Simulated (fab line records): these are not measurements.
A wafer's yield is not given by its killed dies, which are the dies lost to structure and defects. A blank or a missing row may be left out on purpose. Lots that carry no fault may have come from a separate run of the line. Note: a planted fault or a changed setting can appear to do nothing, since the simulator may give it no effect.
Which of the tools did it?	flow n5_finfet	24 wafers from 8 lots sampled at 7 of the route's 1938 steps

== WHAT EACH GAUGE READ, for each wafer ==
N5_FIN_SAQP_OVL_MEAS_17. Usual: for FIN_CORE_OVL the level is 0.2 nm and the standard deviation is 0.82.
lot	measured	on	FIN_CORE_OVL (nm)	flag
L435	day 2 22:14	overlay-02	0.0 0.3 1.2	
L440	day 4 03:38	overlay-02	-0.1 0.9 -0.4	
L442	day 4 16:18	overlay-02	-0.3 1.7 -0.6	
L443	day 5 00:17	overlay-01	0.6 0.2 0.6	
L444	day 5 05:02	overlay-01	1.1 0.6 1.8	
L451	day 6 23:37	overlay-01	0.4 -0.1 -0.2	
L452	day 7 05:22	overlay-01	0.6 1.7 1.1	
L454	day 7 18:01	overlay-02	0.7 1.3 0.0	

N5_FIN_SAQP_CD_MEAS_27 targets a cd of 20 nm. Usual: cd_nm 20.35 nm, standard deviation 0.2.
lot	measured	on	cd_nm (nm)	flag
L435	day 3 00:35	cd_sem-01	20.40 20.17 20.07	
L440	day 4 05:52	cd_sem-03	20.41 20.36 20.35	
L442	day 4 18:40	cd_sem-03	- - -	OFF
L443	day 5 04:02	cd_sem-03	- - -	OFF
L444	day 5 07:50	cd_sem-01	- - -	OFF
L451	day 7 02:01	cd_sem-01	20.51 20.27 20.04	
L452	day 7 07:32	cd_sem-03	20.53 20.59 20.64	
L454	day 7 21:36	cd_sem-02	20.24 20.07 20.41	

N5_BEOL_M4_RC_MEAS_101. Usual: DIBL_N 35.9 mV/V, standard deviation 1.3; DIBL_P 36.3 mV/V, standard deviation 1.5; IOFF_N 0.153 nA/um, standard deviation 0.023; IOFF_P 0.208 nA/um, standard deviation 0.028; ION_N 672 uA/um, standard deviation 9.7; ION_P 462 uA/um, standard deviation 6.6; SS_N 71.5 mV/dec, standard deviation 0.53; SS_P 73.3 mV/dec, standard deviation 0.59; VT_N 250.4 mV, standard deviation 2.7; VT_P -250.5 mV, standard deviation 3.
lot	measured	on	DIBL_N (mV/V)	DIBL_P (mV/V)	IOFF_N (nA/um)	IOFF_P (nA/um)	ION_N (uA/um)	ION_P (uA/um)	SS_N (mV/dec)	SS_P (mV/dec)	VT_N (mV)	VT_P (mV)	flag
L435	day 9 11:50	prober-02	35.4 35.8 35.4	35.4 35.4 35.4	0.143 0.147 0.144	0.196 0.200 0.190	674 677 669	466 456 460	71.4 70.9 71.3	72.8 72.8 72.3	250.7 249.8 251.7	-251.0 -250.4 -251.9	
L440	day 10 11:12	prober-02	35.7 37.4 37.4	35.8 38.7 38.2	0.135 0.173 0.169	0.180 0.224 0.213	675 684 686	460 471 464	71.3 71.7 71.9	73.6 73.5 73.1	253.1 247.8 247.4	-249.9 -248.1 -251.0	
L451	day 13 21:12	prober-01	35.8 32.8 34.9	38.0 34.6 37.1	0.168 0.121 0.152	0.216 0.176 0.203	673 669 685	462 460 474	71.5 71.3 71.5	73.4 72.8 73.5	249.3 251.3 252.4	-252.6 -253.5 -249.4	
L452	day 14 01:19	prober-02	37.1 36.4 36.6	38.5 37.5 37.4	0.190 0.170 0.165	0.239 0.215 0.209	690 691 679	472 468 462	71.4 71.4 71.7	74.4 74.6 73.0	247.0 248.6 249.0	-248.6 -250.0 -248.8	
L454	day 15 00:24	prober-02	35.8 35.0 35.3	35.8 34.7 34.6	0.145 0.134 0.136	0.211 0.189 0.192	689 679 672	473 469 462	70.6 70.9 70.7	72.9 72.8 73.1	248.5 250.8 250.5	-249.6 -249.5 -249.6	

== EACH LOT AND THE TOOL THAT RAN IT (in order: tool; ch and the chambers of the sampled wafers; start) ==
lot	N5_FIN_SAQP_PECVD_06	N5_FIN_SAQP_ETCH_51	N5_FIN_SAQP_ETCH_52	N5_FIN_SAQP_ETCH_69
L435	pecvd-02 ch 0,1,2, day 2 21:45	rie_diel-03 ch 1,2,3, day 2 22:23	rie_diel-03 ch 1,2,3, day 2 22:26	rie_diel-05 ch 0,1,3, day 3 01:22
L440	pecvd-02 ch 0,1, day 4 03:01	rie_diel-03 ch 0,1, day 4 03:43	rie_diel-03 ch 0,1, day 4 03:47	rie_diel-06 ch 0,2,3, day 4 06:35
L442	pecvd-01 ch 0,1, day 4 15:41	rie_diel-03 ch 0,1,2, day 4 16:23	rie_diel-03 ch 0,1,2, day 4 16:27	rie_diel-03 ch 1,2,3, day 4 19:22
L443	pecvd-04 ch 0,1,2, day 4 23:40	rie_diel-03 ch 0,2,3, day 5 00:22	rie_diel-03 ch 0,2,3, day 5 00:25	rie_diel-05 ch 0,3, day 5 05:02
L444	pecvd-01 ch 0,1,2, day 5 04:26	rie_diel-03 ch 0,1,2, day 5 05:47	rie_diel-03 ch 0,1,2, day 5 05:50	rie_diel-05 ch 0,2,3, day 5 08:34
L451	pecvd-02 ch 0,1,2, day 6 23:01	rie_diel-06 ch 0,1, day 6 23:50	rie_diel-06 ch 0,1, day 6 23:53	rie_diel-06 ch 0,1, day 7 02:47
L452	pecvd-02 ch 0,1,2, day 7 04:44	rie_diel-03 ch 2,3, day 7 05:27	rie_diel-03 ch 2,3, day 7 05:30	rie_diel-03 ch 0,2, day 7 09:05
L454	pecvd-04 ch 0,2, day 7 17:25	rie_diel-03 ch 0,1,2, day 7 19:26	rie_diel-03 ch 0,1,2, day 7 19:29	rie_diel-06 ch 0,1,3, day 7 22:22
- N5_FIN_SAQP_PECVD_06: deposits a-Si from SiH4/He, target thk 60 nm, time 48.1 s.
- N5_FIN_SAQP_ETCH_51: etches SiARC in CF4, target depth 45.5 nm, time 75.8 s.
- N5_FIN_SAQP_ETCH_52: etches SOC in N2/H2, target depth 100 nm, overetch 20 nm, time 150 s.
- N5_FIN_SAQP_ETCH_69: etches SOC in N2/H2, stops on SiNx, target depth 150 nm.

== WHAT THE TOOLS THEMSELVES READ (means of the sampled wafers that have a number; where no wafer has one, the mark that the record gives instead) ==
N5_FIN_SAQP_PECVD_06. Usual: chamber_pressure_Torr 3.000 Torr, standard deviation 0.0064; heater_power_w 852 W, standard deviation 110; showerhead_plenum_p_Torr 5.64 Torr, standard deviation 0.046; throttle_valve_pct 17.8 %, standard deviation 0.65.
lot	tool	chamber_pressure_Torr (Torr)	heater_power_w (W)	showerhead_plenum_p_Torr (Torr)	throttle_valve_pct (%)	flag
L435	pecvd-02	2.999	842	5.64	18.2	
L440	pecvd-02	2.999	803	5.68	18.1	
L442	pecvd-01	3.008	801	5.63	18.2	
L443	pecvd-04	2.995	920	5.62	17.5	
L444	pecvd-01	2.999	893	5.64	18.0	
L451	pecvd-02	2.994	812	5.65	18.2	
L452	pecvd-02	2.997	849	5.66	18.1	
L454	pecvd-04	3.005	759	5.62	17.9	

N5_FIN_SAQP_ETCH_51. Usual: bias_w 36.00 W, standard deviation 0.11; cf4_flow_sccm 99.95 sccm, standard deviation 0.27; drypump_motor_current_A 5.9 A, standard deviation 0.35; etch_rf_on_time_s 75.8 s, standard deviation 1.1; oes_product_au 0.65 a.u., standard deviation 0.067; rf_vpp_V 183.7 V, standard deviation 1.3; showerhead_plenum_p_Torr 2.11 Torr, standard deviation 0.086; throttle_valve_pct 15.70 %, standard deviation 0.23.
lot	tool	bias_w (W)	cf4_flow_sccm (sccm)	drypump_motor_current_A (A)	etch_rf_on_time_s (s)	oes_product_au (a.u.)	rf_vpp_V (V)	showerhead_plenum_p_Torr (Torr)	throttle_valve_pct (%)	flag
L435	rie_diel-03	35.91	99.80	6.1	74.6	0.66	184.6	2.15	15.87	
L440	rie_diel-03	36.03	99.55	5.8	75.7	0.61	184.6	2.18	15.91	
L442	rie_diel-03	-	-	-	-	-	-	-	-	OFF
L443	rie_diel-03	-	-	-	-	-	-	-	-	OFF
L444	rie_diel-03	-	-	-	-	-	-	-	-	OFF
L451	rie_diel-06	36.02	99.87	5.7	74.9	0.74	184.3	2.14	15.41	
L452	rie_diel-03	35.94	99.97	6.2	75.5	0.66	184.0	2.16	15.83	
L454	rie_diel-03	36.01	100.18	5.8	76.3	0.69	183.4	2.10	15.71	

N5_FIN_SAQP_ETCH_52. Usual: for bias_w, 150.0 W with a standard deviation of 0.45; for chamber_pressure_mTorr, 30.002 mTorr with a standard deviation of 0.027; for drypump_motor_current_A, 5.9 A with a standard deviation of 0.35; for oes_product_au, 0.68 a.u. with a standard deviation of 0.066; for rf_vpp_V, 523 V with a standard deviation of 3.2; for showerhead_plenum_p_Torr, 2.51 Torr with a standard deviation of 0.11; for throttle_valve_pct, 17.93 % with a standard deviation of 0.24.
lot	tool	bias_w (W)	chamber_pressure_mTorr (mTorr)	drypump_motor_current_A (A)	oes_product_au (a.u.)	rf_vpp_V (V)	showerhead_plenum_p_Torr (Torr)	throttle_valve_pct (%)	flag
L435	rie_diel-03	149.8	29.977	6.1	0.69	525	2.56	18.09	
L440	rie_diel-03	150.3	29.993	5.8	0.64	525	2.59	18.15	
L442	rie_diel-03	149.6	30.003	5.9	0.27	522	2.50	17.98	OFF
L443	rie_diel-03	149.9	29.997	6.0	0.29	524	2.52	17.83	OFF
L444	rie_diel-03	150.3	30.037	5.9	0.27	522	2.50	17.98	OFF
L451	rie_diel-06	149.7	30.009	5.7	0.77	524	2.54	17.68	
L452	rie_diel-03	149.5	30.015	6.1	0.69	524	2.56	18.01	
L454	rie_diel-03	149.9	30.043	5.9	0.72	523	2.49	17.95	

N5_FIN_SAQP_ETCH_69. Usual: for bias_w, 60.98 W with a standard deviation of 0.18; for chamber_pressure_mTorr, 30.005 mTorr with a standard deviation of 0.027; for drypump_motor_current_A, 5.9 A with a standard deviation of 0.34; for oes_product_au, 0.75 a.u. with a standard deviation of 0.072; for rf_vpp_V, 240.1 V with a standard deviation of 1.7; for showerhead_plenum_p_Torr, 2.50 Torr with a standard deviation of 0.11; for throttle_valve_pct, 17.93 % with a standard deviation of 0.25.
lot	tool	bias_w (W)	chamber_pressure_mTorr (mTorr)	drypump_motor_current_A (A)	oes_product_au (a.u.)	rf_vpp_V (V)	showerhead_plenum_p_Torr (Torr)	throttle_valve_pct (%)	flag
L435	rie_diel-05	60.87	29.998	5.7	0.72	239.5	2.42	17.84	
L440	rie_diel-06	60.95	30.015	6.2	0.75	239.3	2.50	17.86	
L442	rie_diel-03	61.06	30.002	6.0	0.76	240.0	2.55	18.11	
L443	rie_diel-05	61.00	29.999	5.5	0.71	238.7	2.41	18.14	
L444	rie_diel-05	60.99	29.994	5.5	0.69	238.7	2.41	18.00	
L451	rie_diel-06	61.19	29.988	5.7	0.85	241.3	2.54	17.67	
L452	rie_diel-03	60.87	30.013	5.7	0.72	239.3	2.46	17.85	
L454	rie_diel-06	61.12	29.993	5.9	0.87	239.4	2.56	17.69	

== THE ANSWER, worked out from the rows above alone ==
Rule: lot off if the mean of its wafers having a number is beyond 3 standard deviations from the usual mean. A lot without any number at a reading at which 4 lots or more have one is off too. Where the step has rows for the other lots, those lots are counted as sound. The gauges are gone through in route order, then the tools' own readings, and for those a lot's mean is taken as printed above. The first step at which some lot is off is used, and at that step the reading that is off furthest; a lot without a number counts as furthest.
Off, at N5_FIN_SAQP_CD_MEAS_27 on cd_nm: L442, L443, L444. Without a number there: L442, L443, L444.
A tool fits if, at a process step before that reading, it ran every lot that is off, and no sound lot after the first of them. Not tried: the gauges at N5_FIN_SAQP_CD_MEAS_27; whatever is off there is also off at N5_FIN_SAQP_ETCH_51, on other tools, and gauge error can't account for it. Not one of the candidates tried fits.

== WHAT THE SIMULATOR HAD INSERTED ==
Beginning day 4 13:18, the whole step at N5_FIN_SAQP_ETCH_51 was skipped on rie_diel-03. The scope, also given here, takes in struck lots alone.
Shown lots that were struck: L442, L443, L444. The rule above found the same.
